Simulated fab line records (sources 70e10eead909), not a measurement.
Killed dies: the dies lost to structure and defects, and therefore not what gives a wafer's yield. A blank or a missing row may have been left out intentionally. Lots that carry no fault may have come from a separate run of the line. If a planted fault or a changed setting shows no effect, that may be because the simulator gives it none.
Which tool is to blame? | flow nand-harc | 24 lots with 72 wafers sampled at 6 steps, on a route of 1159 steps

## WHAT THE GAUGES READ, wafer by wafer
The record holds no reading of a measuring or inspecting step that can be judged against a usual standard deviation.

## TOOL THAT RAN EACH LOT (tool first, then ch and the chambers of the sampled wafers, then the start)
lot  | NHARC_P_M0_DEP_32               | NHARC_P_M2_STRIP_18                | NHARC_P_M2_PVD_20                       | NHARC_P_M2_PVD_21                       | NHARC_P_BONDPAD_CMP_32        | NHARC_P_BONDPAD_ACTIVATE_29
L074 | pecvd-03 ch 0,1, day 6 08:32    | rie-diel-06 ch 0,1,2, day 6 14:31  | pvd-sputter-01, day 6 17:40 or earlier  | pvd-sputter-01, day 6 17:40 or earlier  | cmp-01 ch 1,2, day 6 17:40    | rie-diel-07 ch 0,1,2, day 6 21:25
L075 | pecvd-03 ch 1,2, day 6 08:53    | rie-diel-06 ch 0,1,2, day 6 15:11  | pvd-sputter-03, day 6 18:22 or earlier  | pvd-sputter-03, day 6 18:22 or earlier  | cmp-04 ch 1,3, day 6 18:22    | rie-diel-05 ch 0,1,2, day 6 22:02
L077 | pecvd-04 ch 0,1,2, day 6 12:02  | rie-diel-13 ch 1,2,3, day 6 17:45  | pvd-sputter-03, day 6 21:06 or earlier  | pvd-sputter-03, day 6 21:06 or earlier  | cmp-01 ch 0,1,3, day 6 21:06  | rie-diel-07 ch 0,2,3, day 7 00:38
L076 | pecvd-04 ch 0,1,2, day 6 13:56  | rie-diel-06 ch 1,2,3, day 6 19:50  | pvd-sputter-03, day 6 23:01 or earlier  | pvd-sputter-03, day 6 23:01 or earlier  | cmp-03 ch 0,1,3, day 6 23:01  | rie-diel-07 ch 1,2,3, day 7 02:36
L078 | pecvd-03 ch 0,2, day 6 19:02    | rie-diel-01 ch 0,1,2, day 7 05:34  | pvd-sputter-03, day 7 08:42 or earlier  | pvd-sputter-03, day 7 08:42 or earlier  | cmp-04 ch 1,2, day 7 08:42    | rie-diel-07 ch 0,2,3, day 7 12:25
L079 | pecvd-02 ch 0,1,2, day 7 03:26  | rie-diel-13 ch 1,2,3, day 7 09:16  | pvd-sputter-02, day 7 12:34 or earlier  | pvd-sputter-02, day 7 12:34 or earlier  | cmp-01 ch 0,1,2, day 7 12:34  | rie-diel-07 ch 0,3, day 7 16:11
L080 | pecvd-03 ch 1,2, day 7 15:31    | rie-diel-01 ch 1,2,3, day 7 21:53  | pvd-sputter-03, day 8 01:03 or earlier  | pvd-sputter-03, day 8 01:03 or earlier  | cmp-04 ch 0,1,3, day 8 01:03  | rie-diel-05 ch 1,2,3, day 8 04:45
L081 | pecvd-03 ch 0,1,2, day 7 21:22  | rie-diel-06 ch 1,2,3, day 8 03:43  | pvd-sputter-02, day 8 07:02 or earlier  | pvd-sputter-02, day 8 07:02 or earlier  | cmp-01 ch 1,2,3, day 8 07:02  | rie-diel-07 ch 1,3, day 8 10:41
L082 | pecvd-04 ch 0,1,2, day 7 21:37  | rie-diel-01 ch 0,2,3, day 8 03:46  | pvd-sputter-01, day 8 07:07 or earlier  | pvd-sputter-01, day 8 07:07 or earlier  | cmp-04 ch 0,1,3, day 8 07:07  | rie-diel-07 ch 1,2,3, day 8 10:56
L083 | pecvd-03 ch 0,1,2, day 8 04:58  | rie-diel-01 ch 0,3, day 8 10:55    | pvd-sputter-01, day 8 14:06 or earlier  | pvd-sputter-01, day 8 14:06 or earlier  | cmp-03 ch 1,2,3, day 8 14:06  | rie-diel-05 ch 0,2,3, day 8 18:01
L084 | pecvd-03 ch 0,1,2, day 8 05:49  | rie-diel-06 ch 0,1, day 8 12:03    | pvd-sputter-02, day 8 15:37 or earlier  | pvd-sputter-02, day 8 15:37 or earlier  | cmp-04 ch 0,2,3, day 8 15:37  | rie-diel-05 ch 0,1,2, day 8 19:16
L086 | pecvd-04 ch 0,1, day 9 01:24    | rie-diel-01 ch 2,3, day 9 08:00    | pvd-sputter-01, day 9 11:12 or earlier  | pvd-sputter-01, day 9 11:12 or earlier  | cmp-03 ch 2,3, day 9 11:12    | rie-diel-05 ch 1,2, day 9 14:54
L088 | pecvd-02 ch 0,1,2, day 9 01:52  | rie-diel-01 ch 0,3, day 9 08:21    | pvd-sputter-02, day 9 11:59 or earlier  | pvd-sputter-02, day 9 11:59 or earlier  | cmp-01 ch 1,2,3, day 9 11:59  | rie-diel-07 ch 0,1,3, day 9 15:39
L085 | pecvd-03 ch 0,1, day 9 02:58    | rie-diel-01 ch 0,1,2, day 9 09:34  | pvd-sputter-03, day 9 12:43 or earlier  | pvd-sputter-03, day 9 12:43 or earlier  | cmp-03 ch 1,2, day 9 12:43    | rie-diel-07 ch 1,2, day 9 16:22
L087 | pecvd-03 ch 0,1, day 9 10:10    | rie-diel-01 ch 1,2, day 9 16:02    | pvd-sputter-03, day 9 19:20 or earlier  | pvd-sputter-03, day 9 19:20 or earlier  | cmp-04 ch 0,2,3, day 9 19:20  | rie-diel-07 ch 0,2,3, day 9 22:51
L089 | pecvd-04 ch 0,1,2, day 9 22:58  | rie-diel-01 ch 0,2,3, day 10 05:17 | pvd-sputter-01, day 10 08:30 or earlier | pvd-sputter-01, day 10 08:30 or earlier | cmp-01 ch 2,3, day 10 08:30   | rie-diel-07 ch 1,2,3, day 10 12:11
L090 | pecvd-03 ch 0,2, day 10 02:28   | rie-diel-13 ch 1,2,3, day 10 08:20 | pvd-sputter-02, day 10 11:26 or earlier | pvd-sputter-02, day 10 11:26 or earlier | cmp-01 ch 0,2,3, day 10 11:26 | rie-diel-05 ch 0,1,3, day 10 15:08
L091 | pecvd-04 ch 0,1,2, day 10 06:36 | rie-diel-06 ch 1,2, day 10 12:27   | pvd-sputter-02, day 10 15:40 or earlier | pvd-sputter-02, day 10 15:40 or earlier | cmp-03 ch 0,1,3, day 10 15:40 | rie-diel-05 ch 0,1,3, day 10 20:07
L092 | pecvd-03 ch 0,1, day 10 09:15   | rie-diel-06 ch 1,2, day 10 15:14   | pvd-sputter-03, day 10 18:43 or earlier | pvd-sputter-03, day 10 18:43 or earlier | cmp-04 ch 0,2,3, day 10 18:43 | rie-diel-05 ch 0,1, day 10 22:31
L093 | pecvd-04 ch 0,2, day 10 12:25   | rie-diel-01 ch 2,3, day 10 18:28   | pvd-sputter-02, day 10 21:45 or earlier | pvd-sputter-02, day 10 21:45 or earlier | cmp-03 ch 0,1,2, day 10 21:45 | rie-diel-07 ch 2,3, day 11 01:28
L094 | pecvd-03 ch 0,1,2, day 10 21:36 | rie-diel-01 ch 0,2,3, day 11 03:37 | pvd-sputter-03, day 11 07:04 or earlier | pvd-sputter-03, day 11 07:04 or earlier | cmp-01 ch 0,1,3, day 11 07:04 | rie-diel-07 ch 1,3, day 11 10:47
L095 | pecvd-03 ch 0,1, day 10 23:34   | rie-diel-01 ch 1,2,3, day 11 05:28 | pvd-sputter-02, day 11 09:01 or earlier | pvd-sputter-02, day 11 09:01 or earlier | cmp-04 ch 1,2, day 11 09:01   | rie-diel-07 ch 1,3, day 11 12:40
L096 | pecvd-04 ch 0,1,2, day 11 07:25 | rie-diel-01 ch 0,2,3, day 11 13:22 | pvd-sputter-01, day 11 16:44 or earlier | pvd-sputter-01, day 11 16:44 or earlier | cmp-01 ch 0,1,3, day 11 16:44 | rie-diel-07 ch 0,1,3, day 11 20:23
L097 | pecvd-04 ch 0,1, day 11 16:37   | rie-diel-01 ch 1,3, day 11 22:42   | pvd-sputter-03, day 12 01:52 or earlier | pvd-sputter-03, day 12 01:52 or earlier | cmp-04 ch 0,3, day 12 01:52   | rie-diel-07 ch 0,1, day 12 05:23
- NHARC_P_M0_DEP_32: deposits SiCN, target thk 30 nm.
- NHARC_P_M2_STRIP_18: strips in N2/H2.
- NHARC_P_M2_PVD_20: deposits TaN, target thk 5 nm, time 8.06 s.
- NHARC_P_M2_PVD_21: deposits Cu, target thk 30 nm, time 20.49 s.
- NHARC_P_BONDPAD_CMP_32: polishes SiCN, target thk 200 nm.
- NHARC_P_BONDPAD_ACTIVATE_29: chemistry N2, time 60 s.

## WHAT THE TOOLS THEMSELVES READ (means of the sampled wafers that have a number; where no wafer has one, the mark that the record gives instead)
NHARC_P_M0_DEP_32. Usual: heater-power-w reads 536 W (standard deviation 66).
lot  | tool     | heater-power-w (W) | flag
L074 | pecvd-03 | 560                |
L075 | pecvd-03 | 567                |
L077 | pecvd-04 | 544                |
L076 | pecvd-04 | 489                |
L078 | pecvd-03 | 632                |
L079 | pecvd-02 | 483                |
L080 | pecvd-03 | 589                |
L081 | pecvd-03 | 607                |
L082 | pecvd-04 | 515                |
L083 | pecvd-03 | 564                |
L084 | pecvd-03 | 556                |
L086 | pecvd-04 | 521                |
L088 | pecvd-02 | 517                |
L085 | pecvd-03 | 531                |
L087 | pecvd-03 | 545                |
L089 | pecvd-04 | 538                |
L090 | pecvd-03 | 550                |
L091 | pecvd-04 | 537                |
L092 | pecvd-03 | 507                |
L093 | pecvd-04 | 511                |
L094 | pecvd-03 | 538                |
L095 | pecvd-03 | 478                |
L096 | pecvd-04 | 551                |
L097 | pecvd-04 | 536                |

NHARC_P_M2_STRIP_18. Usual: chamber-pressure-mTorr 29.999 mTorr, standard deviation 0.026; drypump-motor-current-A 5.6 A, standard deviation 0.5; oes-product-au 0.999 a.u., standard deviation 0.012; rf-vpp-V 90.6 V, standard deviation 0.96; showerhead-plenum-p-Torr 2.03 Torr, standard deviation 0.07; throttle-valve-pct 14.170 %, standard deviation 0.0092.
lot  | tool        | chamber-pressure-mTorr (mTorr) | drypump-motor-current-A (A) | oes-product-au (a.u.) | rf-vpp-V (V) | showerhead-plenum-p-Torr (Torr) | throttle-valve-pct (%) | flag
L074 | rie-diel-06 | 29.992                         | 5.6                         | 1.007                 | 91.2         | 2.07                            | 14.176                 |
L075 | rie-diel-06 | 29.997                         | 5.6                         | 1.005                 | 90.5         | 2.07                            | 14.173                 |
L077 | rie-diel-13 | 30.021                         | 5.8                         | 0.994                 | 92.0         | 2.12                            | 14.171                 |
L076 | rie-diel-06 | 29.984                         | 6.0                         | 1.000                 | 91.1         | 2.08                            | 14.165                 |
L078 | rie-diel-01 | 29.993                         | 5.6                         | 1.000                 | 90.7         | 2.01                            | 14.159                 |
L079 | rie-diel-13 | 29.995                         | 5.8                         | 0.999                 | 91.8         | 2.12                            | 14.166                 |
L080 | rie-diel-01 | 29.991                         | 5.6                         | 0.990                 | 90.1         | 1.99                            | 14.177                 |
L081 | rie-diel-06 | 29.984                         | 6.0                         | 0.996                 | 90.9         | 2.08                            | 14.174                 |
L082 | rie-diel-01 | 29.997                         | 5.2                         | 1.005                 | 89.6         | 2.01                            | 14.176                 |
L083 | rie-diel-01 | 30.011                         | 5.2                         | 1.009                 | 90.3         | 2.05                            | 14.175                 |
L084 | rie-diel-06 | 29.993                         | 5.6                         | 1.000                 | 90.5         | 2.04                            | 14.175                 |
L086 | rie-diel-01 | 29.994                         | 5.3                         | 0.992                 | 90.0         | 1.99                            | 14.168                 |
L088 | rie-diel-01 | 30.007                         | 5.2                         | 1.012                 | 90.1         | 2.02                            | 14.175                 |
L085 | rie-diel-01 | 30.022                         | 5.5                         | 0.997                 | 89.8         | 2.01                            | 14.167                 |
L087 | rie-diel-01 | 29.988                         | 5.7                         | 0.986                 | 89.9         | 1.98                            | 14.164                 |
L089 | rie-diel-01 | 29.993                         | 5.3                         | 0.999                 | 90.3         | 2.01                            | 14.169                 |
L090 | rie-diel-13 | 29.998                         | 5.8                         | 0.991                 | 91.1         | 2.11                            | 14.173                 |
L091 | rie-diel-06 | 30.012                         | 5.9                         | 0.999                 | 91.1         | 2.14                            | 14.166                 |
L092 | rie-diel-06 | 29.985                         | 5.9                         | 0.999                 | 92.1         | 2.12                            | 14.171                 |
L093 | rie-diel-01 | 29.991                         | 5.3                         | 0.994                 | 91.4         | 1.99                            | 14.170                 |
L094 | rie-diel-01 | 30.029                         | 5.2                         | 1.003                 | 90.5         | 2.01                            | 14.175                 |
L095 | rie-diel-01 | 29.993                         | 5.6                         | 0.987                 | 89.8         | 1.99                            | 14.165                 |
L096 | rie-diel-01 | 30.012                         | 5.2                         | 0.991                 | 90.2         | 2.01                            | 14.164                 |
L097 | rie-diel-01 | 29.991                         | 5.6                         | 1.011                 | 92.0         | 2.00                            | 14.174                 |

NHARC_P_M2_PVD_20. Usual: throttle-valve-pct reads 29.8 % (standard deviation 0.98).
lot  | tool           | throttle-valve-pct (%) | flag
L074 | pvd-sputter-01 | 29.5                   |
L075 | pvd-sputter-03 | 29.3                   |
L077 | pvd-sputter-03 | 29.5                   |
L076 | pvd-sputter-03 | 29.4                   |
L078 | pvd-sputter-03 | 30.0                   |
L079 | pvd-sputter-02 | 30.1                   |
L080 | pvd-sputter-03 | 29.7                   |
L081 | pvd-sputter-02 | 30.8                   |
L082 | pvd-sputter-01 | 29.8                   |
L083 | pvd-sputter-01 | 29.1                   |
L084 | pvd-sputter-02 | 30.0                   |
L086 | pvd-sputter-01 | 29.8                   |
L088 | pvd-sputter-02 | 31.1                   |
L085 | pvd-sputter-03 | 29.8                   |
L087 | pvd-sputter-03 | 29.2                   |
L089 | pvd-sputter-01 | 29.1                   |
L090 | pvd-sputter-02 | 29.5                   |
L091 | pvd-sputter-02 | 29.7                   |
L092 | pvd-sputter-03 | 29.8                   |
L093 | pvd-sputter-02 | 30.7                   |
L094 | pvd-sputter-03 | 29.5                   |
L095 | pvd-sputter-02 | 29.2                   |
L096 | pvd-sputter-01 | 29.2                   |
L097 | pvd-sputter-03 | 29.7                   |

NHARC_P_M2_PVD_21. Usual: throttle-valve-pct reads 29.8 % (standard deviation 0.96).
lot  | tool           | throttle-valve-pct (%) | flag
L074 | pvd-sputter-01 | 29.7                   |
L075 | pvd-sputter-03 | 29.7                   |
L077 | pvd-sputter-03 | 29.5                   |
L076 | pvd-sputter-03 | 29.5                   |
L078 | pvd-sputter-03 | 30.0                   |
L079 | pvd-sputter-02 | 30.2                   |
L080 | pvd-sputter-03 | 29.6                   |
L081 | pvd-sputter-02 | 31.0                   |
L082 | pvd-sputter-01 | 29.8                   |
L083 | pvd-sputter-01 | 29.4                   |
L084 | pvd-sputter-02 | 31.0                   |
L086 | pvd-sputter-01 | 30.1                   |
L088 | pvd-sputter-02 | 30.3                   |
L085 | pvd-sputter-03 | 29.8                   |
L087 | pvd-sputter-03 | 29.3                   |
L089 | pvd-sputter-01 | 29.0                   |
L090 | pvd-sputter-02 | 30.4                   |
L091 | pvd-sputter-02 | 29.2                   |
L092 | pvd-sputter-03 | 29.6                   |
L093 | pvd-sputter-02 | 29.4                   |
L094 | pvd-sputter-03 | 29.3                   |
L095 | pvd-sputter-02 | 30.0                   |
L096 | pvd-sputter-01 | 29.7                   |
L097 | pvd-sputter-03 | 29.8                   |

NHARC_P_BONDPAD_CMP_32. Usual: motor-current-A reads 12.0 A (standard deviation 0.83).
lot  | tool   | motor-current-A (A) | flag
L074 | cmp-01 | 12.4                |
L075 | cmp-04 | 12.6                |
L077 | cmp-01 | 12.1                |
L076 | cmp-03 | 11.5                |
L078 | cmp-04 | 12.3                |
L079 | cmp-01 | 12.7                |
L080 | cmp-04 | 12.4                |
L081 | cmp-01 | 12.0                |
L082 | cmp-04 | 12.7                |
L083 | cmp-03 | 12.3                |
L084 | cmp-04 | 12.0                |
L086 | cmp-03 | 12.2                |
L088 | cmp-01 | 11.9                |
L085 | cmp-03 | 12.6                |
L087 | cmp-04 | 12.1                |
L089 | cmp-01 | 12.2                |
L090 | cmp-01 | 12.3                |
L091 | cmp-03 | 11.3                |
L092 | cmp-04 | 11.8                |
L093 | cmp-03 | 11.9                |
L094 | cmp-01 | 11.8                |
L095 | cmp-04 | 11.7                |
L096 | cmp-01 | 11.9                |
L097 | cmp-04 | 12.0                |

NHARC_P_BONDPAD_ACTIVATE_29. Usual: drypump-motor-current-A 6.0 A, standard deviation 0.43; oes-product-au 1.005 a.u., standard deviation 0.0088; rf-vpp-V 63.9 V, standard deviation 0.85; showerhead-plenum-p-Torr 1.72 Torr, standard deviation 0.052.
lot  | tool        | drypump-motor-current-A (A) | oes-product-au (a.u.) | rf-vpp-V (V) | showerhead-plenum-p-Torr (Torr) | flag
L074 | rie-diel-07 | 5.9                         | 1.005                 | 63.1         | 1.69                            |
L075 | rie-diel-05 | 5.7                         | 1.002                 | 65.0         | 1.78                            |
L077 | rie-diel-07 | 6.1                         | 1.003                 | 64.0         | 1.72                            |
L076 | rie-diel-07 | 6.1                         | 1.005                 | 63.9         | 1.69                            |
L078 | rie-diel-07 | 6.1                         | 0.996                 | 63.7         | 1.72                            |
L079 | rie-diel-07 | 6.1                         | 1.001                 | 64.0         | 1.72                            |
L080 | rie-diel-05 | 5.7                         | 1.002                 | 64.5         | 1.77                            |
L081 | rie-diel-07 | 6.1                         | 1.010                 | 64.5         | 1.69                            |
L082 | rie-diel-07 | 6.0                         | 1.004                 | 63.8         | 1.69                            |
L083 | rie-diel-05 | 6.1                         | 1.005                 | 64.4         | 1.73                            |
L084 | rie-diel-05 | 5.7                         | 1.007                 | 64.8         | 1.77                            |
L086 | rie-diel-05 | 5.3                         | 1.008                 | 64.7         | 1.81                            |
L088 | rie-diel-07 | 6.0                         | 1.013                 | 63.4         | 1.70                            |
L085 | rie-diel-07 | 5.9                         | 1.008                 | 62.9         | 1.66                            |
L087 | rie-diel-07 | 6.0                         | 1.004                 | 64.3         | 1.72                            |
L089 | rie-diel-07 | 6.0                         | 1.011                 | 63.4         | 1.69                            |
L090 | rie-diel-05 | 6.1                         | 1.005                 | 64.4         | 1.73                            |
L091 | rie-diel-05 | 6.1                         | 1.001                 | 63.5         | 1.73                            |
L092 | rie-diel-05 | 6.1                         | 1.017                 | 63.8         | 1.73                            |
L093 | rie-diel-07 | 6.2                         | 0.995                 | 65.1         | 1.71                            |
L094 | rie-diel-07 | 6.1                         | 0.999                 | 63.8         | 1.69                            |
L095 | rie-diel-07 | 6.0                         | 1.010                 | 63.7         | 1.67                            |
L096 | rie-diel-07 | 6.0                         | 1.003                 | 63.2         | 1.70                            |
L097 | rie-diel-07 | 5.8                         | 1.013                 | 64.2         | 1.70                            |

## THE ANSWER, worked out from the rows above alone
Rule: a lot is off if the mean of its wafers that have a number lies more than 3 standard deviations from the usual mean. Also off: a lot with no number at a reading for which 4 or more lots have one. Any other lot the step has rows for is counted as sound. Order of review: gauges by route order, followed by the tools' own readings, for which a lot's mean as printed above is used. At the first step where some lot is off, the reading lying furthest off is the one used; lots without a number count as furthest.
Nothing can be told from this: no lot is off at any reading shown.

## WHAT WAS PUT IN BY THE SIMULATOR
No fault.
